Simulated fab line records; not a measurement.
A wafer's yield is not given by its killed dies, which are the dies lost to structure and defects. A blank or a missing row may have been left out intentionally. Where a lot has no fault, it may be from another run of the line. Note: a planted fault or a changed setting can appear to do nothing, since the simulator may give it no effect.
Which tool is to blame? -- flow n5_finfet -- 24 lots, 72 wafers sampled, at 4 steps of a route of 1938

## WHAT THE GAUGES SHOWED, per wafer
N5_BEOL_M12_OVL_MEAS_29. Usual: M12_OVL typically reads -1 nm, with standard deviation 4.8.
lot,measured,on,M12_OVL (nm),flag
L075,day 12 05:07,overlay-02,-2 0 -2,
L074,day 12 07:28,overlay-01,5 0 2,
L077,day 13 01:47,overlay-02,-2 1 1,
L079,day 13 05:18,overlay-01,-4 2 -10,
L076,day 13 05:35,overlay-02,11 2 6,
L078,day 13 04:46,overlay-01,-1 -5 -1,
L081,day 13 13:14,overlay-01,5 -6 -2,
L082,day 13 12:13,overlay-01,3 -2 6,
L080,day 13 21:55,overlay-01,0 -2 0,
L083,day 14 14:55,overlay-02,6 -1 12,
L084,day 14 20:10,overlay-02,-2 -6 -7,
L085,day 15 14:07,overlay-02,1 -5 1,
L086,day 15 17:52,overlay-02,1 -3 -4,
L087,day 15 21:32,overlay-01,0 -4 1,
L088,day 16 17:53,overlay-01,-10 -1 -6,
L089,day 17 01:35,overlay-01,1 2 4,
L094,day 17 17:45,overlay-01,3 1 4,
L090,day 17 22:40,overlay-01,-5 -4 -4,
L091,day 18 07:32,overlay-02,-2 -3 -5,
L093,day 18 08:21,overlay-01,-4 -7 -3,
L092,day 18 09:20,overlay-02,3 5 -4,
L095,day 18 11:21,overlay-02,3 4 -3,
L097,day 18 13:10,overlay-02,0 1 -1,
L096,day 19 06:50,overlay-01,-3 -2 3,

## EACH LOT AND THE TOOL THAT RAN IT (in order: tool; ch and the chambers of the sampled wafers; start)
lot,N5_BEOL_M11_ETCH_61,N5_BEOL_M11_HM_OPEN_17,N5_BEOL_M12_STRIP_64
L075,"rie_diel-01 ch 0,2,3, day 11 22:11","rie_metal-01 ch 0,1, day 11 22:26","plasma_asher-01 ch 0,1, day 12 04:29"
L074,"rie_diel-02 ch 1,2,3, day 11 22:25","rie_metal-01 ch 0,1, day 11 22:39","plasma_asher-01 ch 0,1, day 12 06:58"
L077,"rie_diel-04 ch 0,2,3, day 12 19:01","rie_metal-02 ch 0,1, day 12 19:16","plasma_asher-01 ch 0,1, day 13 01:18"
L079,"rie_diel-01 ch 0,1,2, day 12 19:39","rie_metal-01 ch 0,1, day 12 19:55","plasma_asher-01 ch 0,1, day 13 04:49"
L076,"rie_diel-04 ch 0,2, day 12 19:59","rie_metal-01 ch 0,1, day 12 20:13","plasma_asher-01 ch 0,1, day 13 04:55"
L078,"rie_diel-04 ch 1,2, day 12 20:21","rie_metal-02 ch 0,1, day 12 20:35","plasma_asher-01 ch 0,1, day 13 04:16"
L081,"rie_diel-02 ch 0,1, day 13 03:39","rie_metal-01 ch 0,1, day 13 03:53","plasma_asher-01 ch 0,1, day 13 12:37"
L082,"rie_diel-04 ch 2,3, day 13 04:28","rie_metal-01 ch 0,1, day 13 04:41","plasma_asher-01 ch 0,1, day 13 11:36"
L080,"rie_diel-01 ch 1,2,3, day 13 13:42","rie_metal-01 ch 0,1, day 13 13:58","plasma_asher-01 ch 0,1, day 13 21:26"
L083,"rie_diel-01 ch 0,1,2, day 14 07:45","rie_metal-01 ch 0,1, day 14 08:00","plasma_asher-01 ch 0,1, day 14 14:17"
L084,"rie_diel-01 ch 0,1,3, day 14 11:43","rie_metal-02 ch 0, day 14 11:57","plasma_asher-01 ch 0,1, day 14 19:32"
L085,"rie_diel-01 ch 0,2, day 15 05:14","rie_metal-02 ch 0,1, day 15 05:28","plasma_asher-02 ch 0,1, day 15 13:29"
L086,"rie_diel-01 ch 1,2, day 15 08:27","rie_metal-03 ch 0,1, day 15 08:41","plasma_asher-02 ch 0,1, day 15 17:14"
L087,"rie_diel-04 ch 1,2,3, day 15 11:16","rie_metal-03 ch 0,1, day 15 11:29","plasma_asher-01 ch 0,1, day 15 21:01"
L088,"rie_diel-02 ch 1,2, day 16 09:35","rie_metal-03 ch 0,1, day 16 09:49","plasma_asher-01 ch 0,1, day 16 17:16"
L089,"rie_diel-02 ch 1,2, day 16 18:47","rie_metal-01 ch 0,1, day 16 19:02","plasma_asher-01 ch 0,1, day 17 00:57"
L094,"rie_diel-04 ch 1,3, day 17 12:29","rie_metal-01 ch 0,1, day 17 12:43","plasma_asher-02 ch 0,1, day 17 17:14"
L090,"rie_diel-01 ch 0,1,2, day 17 14:42","rie_metal-01 ch 0, day 17 14:56","plasma_asher-02 ch 0,1, day 17 22:10"
L091,"rie_diel-01 ch 1,2, day 17 22:22","rie_metal-01 ch 0, day 17 22:35","plasma_asher-02 ch 0,1, day 18 07:02"
L093,"rie_diel-01 ch 0,1,2, day 18 00:49","rie_metal-01 ch 0,1, day 18 01:04","plasma_asher-01 ch 0,1, day 18 07:50"
L092,"rie_diel-02 ch 0,3, day 18 02:39","rie_metal-01 ch 0,1, day 18 02:55","plasma_asher-01 ch 0,1, day 18 08:51"
L095,"rie_diel-04 ch 1,2, day 18 03:08","rie_metal-03 ch 0,1, day 18 03:22","plasma_asher-02 ch 0, day 18 10:51"
L097,"rie_diel-04 ch 0,2, day 18 06:55","rie_metal-02 ch 1, day 18 07:10","plasma_asher-01 ch 1, day 18 12:32"
L096,"rie_diel-01 ch 1,2,3, day 18 19:02","rie_metal-03 ch 0,1, day 18 19:17","plasma_asher-01 ch 0,1, day 19 06:13"
- N5_BEOL_M11_ETCH_61: etches SiARC in CF4, target depth 39 nm, time 65 s.
- N5_BEOL_M11_HM_OPEN_17: chemistry Cl2/BCl3, target TiN, target depth 20 nm, overetch 6 nm.
- N5_BEOL_M12_STRIP_64: strips in N2/H2.

## AS READ BY THE TOOLS THEMSELVES (means over the sampled wafers that have a number; for cases with no such wafer, the mark the record gives instead)
N5_BEOL_M11_ETCH_61. Usual: drypump_motor_current_A 5.4 A, standard deviation 0.46; etch_rf_on_time_s 65.0 s, standard deviation 0.97; oes_product_au 0.67 a.u., standard deviation 0.081; rf_vpp_V 184.7 V, standard deviation 1; showerhead_plenum_p_Torr 2.19 Torr, standard deviation 0.051; throttle_valve_pct 15.60 %, standard deviation 0.18.
lot,tool,drypump_motor_current_A (A),etch_rf_on_time_s (s),oes_product_au (a.u.),rf_vpp_V (V),showerhead_plenum_p_Torr (Torr),throttle_valve_pct (%),flag
L075,rie_diel-01,5.0,64.8,0.63,184.5,2.19,15.61,
L074,rie_diel-02,5.1,64.9,0.67,185.9,2.23,15.62,
L077,rie_diel-04,5.7,65.7,0.67,183.6,2.14,15.62,
L079,rie_diel-01,5.4,64.2,0.70,184.7,2.18,15.60,
L076,rie_diel-04,5.7,66.4,0.66,184.7,2.13,15.69,
L078,rie_diel-04,5.9,65.2,0.74,185.3,2.22,15.47,
L081,rie_diel-02,5.0,64.8,0.59,184.8,2.20,15.71,
L082,rie_diel-04,5.5,66.3,0.60,184.8,2.12,15.72,
L080,rie_diel-01,5.1,64.8,0.68,184.7,2.18,15.63,
L083,rie_diel-01,5.4,64.7,0.68,184.4,2.18,15.62,
L084,rie_diel-01,5.3,64.6,0.67,184.3,2.21,15.54,
L085,rie_diel-01,5.2,64.2,0.62,184.1,2.16,15.74,
L086,rie_diel-01,5.5,65.0,0.72,184.2,2.17,15.64,
L087,rie_diel-04,5.7,65.1,0.66,184.1,2.17,15.58,
L088,rie_diel-02,5.0,64.5,0.63,184.8,2.22,15.70,
L089,rie_diel-02,5.0,64.5,0.63,184.7,2.22,15.69,
L094,rie_diel-04,5.8,63.8,0.66,184.7,2.17,15.54,
L090,rie_diel-01,5.4,65.2,0.66,184.7,2.17,15.67,
L091,rie_diel-01,5.3,65.3,0.65,184.8,2.14,15.78,
L093,rie_diel-01,5.4,64.4,0.65,184.6,2.17,15.67,
L092,rie_diel-02,5.3,65.1,0.69,184.8,2.21,15.44,
L095,rie_diel-04,5.9,65.1,0.76,185.3,2.21,15.37,
L097,rie_diel-04,5.7,66.2,0.77,184.1,2.12,15.42,
L096,rie_diel-01,5.1,65.4,0.64,184.2,2.17,15.70,

N5_BEOL_M11_HM_OPEN_17. Usual: drypump_motor_current_A 5.3 A, standard deviation 0.41; mfc_cl2_sccm 53.25 sccm, standard deviation 0.14; oes_product_au 0.70 a.u., standard deviation 0.062; throttle_valve_pct 22.00 %, standard deviation 0.14.
lot,tool,drypump_motor_current_A (A),mfc_cl2_sccm (sccm),oes_product_au (a.u.),throttle_valve_pct (%),flag
L075,rie_metal-01,5.0,53.23,0.75,21.98,
L074,rie_metal-01,5.0,53.29,0.75,21.96,
L077,rie_metal-02,5.3,53.21,0.60,21.97,
L079,rie_metal-01,5.0,53.06,0.71,21.99,
L076,rie_metal-01,5.0,53.25,0.71,21.98,
L078,rie_metal-02,5.7,53.26,0.65,22.06,
L081,rie_metal-01,5.0,53.10,0.71,21.98,
L082,rie_metal-01,5.0,53.22,0.72,21.98,
L080,rie_metal-01,5.0,53.28,0.74,21.97,
L083,rie_metal-01,5.0,53.33,0.72,21.99,
L084,rie_metal-02,6.0,53.24,0.69,22.10,
L085,rie_metal-02,5.3,53.27,0.79,21.91,
L086,rie_metal-03,5.6,53.34,0.70,22.10,
L087,rie_metal-03,5.8,53.39,0.74,21.93,
L088,rie_metal-03,5.6,53.26,0.68,22.11,
L089,rie_metal-01,5.0,53.25,0.68,22.02,
L094,rie_metal-01,5.0,53.23,0.67,22.01,
L090,rie_metal-01,5.0,53.39,0.66,22.02,
L091,rie_metal-01,5.0,53.27,0.65,22.03,
L093,rie_metal-01,5.0,53.36,0.69,21.99,
L092,rie_metal-01,5.0,53.26,0.69,22.00,
L095,rie_metal-03,5.6,53.30,0.67,22.11,
L097,rie_metal-02,5.0,53.23,0.81,21.82,
L096,rie_metal-03,5.6,53.14,0.67,22.12,

N5_BEOL_M12_STRIP_64. Usual: drypump_motor_current_A 5.5 A, standard deviation 0.65; heater_power_w 322 W, standard deviation 45; oes_product_au 0.714 a.u., standard deviation 0.0043; strip_time_to_endpoint_s 31.29 s, standard deviation 0.067.
lot,tool,drypump_motor_current_A (A),heater_power_w (W),oes_product_au (a.u.),strip_time_to_endpoint_s (s),flag
L075,plasma_asher-01,5.1,326,0.715,31.24,
L074,plasma_asher-01,5.1,324,0.713,31.23,
L077,plasma_asher-01,5.1,321,0.718,31.29,
L079,plasma_asher-01,5.4,301,0.710,31.28,
L076,plasma_asher-01,5.1,321,0.711,31.36,
L078,plasma_asher-01,5.4,309,0.717,31.20,
L081,plasma_asher-01,5.4,307,0.715,31.31,
L082,plasma_asher-01,5.4,307,0.709,31.23,
L080,plasma_asher-01,5.4,301,0.714,31.26,
L083,plasma_asher-01,5.1,320,0.717,31.19,
L084,plasma_asher-01,5.1,320,0.716,31.35,
L085,plasma_asher-02,6.4,368,0.711,31.33,
L086,plasma_asher-02,6.4,368,0.718,31.24,
L087,plasma_asher-01,5.1,322,0.714,31.31,
L088,plasma_asher-01,5.1,326,0.710,31.27,
L089,plasma_asher-01,5.1,324,0.713,31.34,
L094,plasma_asher-02,6.4,367,0.711,31.29,
L090,plasma_asher-02,6.2,318,0.712,31.27,
L091,plasma_asher-02,6.2,328,0.712,31.26,
L093,plasma_asher-01,5.4,305,0.713,31.34,
L092,plasma_asher-01,5.1,332,0.714,31.34,
L095,plasma_asher-02,6.1,278,0.714,31.30,
L097,plasma_asher-01,4.7,337,0.715,31.30,
L096,plasma_asher-01,5.1,325,0.715,31.36,

## THE ANSWER, worked out from the rows above alone
Rule: a lot counts as off when the mean over its wafers that have a number is more than 3 standard deviations away from the usual mean. A lot without any number at a reading at which 4 lots or more have one is off too. All remaining lots with rows at the step are treated as sound. First the gauges in route order, then the tools' own readings, where a lot's mean is used as printed above. At the first step where some lot is off, the reading lying furthest off is the one used; lots without a number count as furthest.
No lot is off on any of the readings shown, so nothing can be concluded from this.

## WHAT HAD BEEN PUT IN BY THE SIMULATOR
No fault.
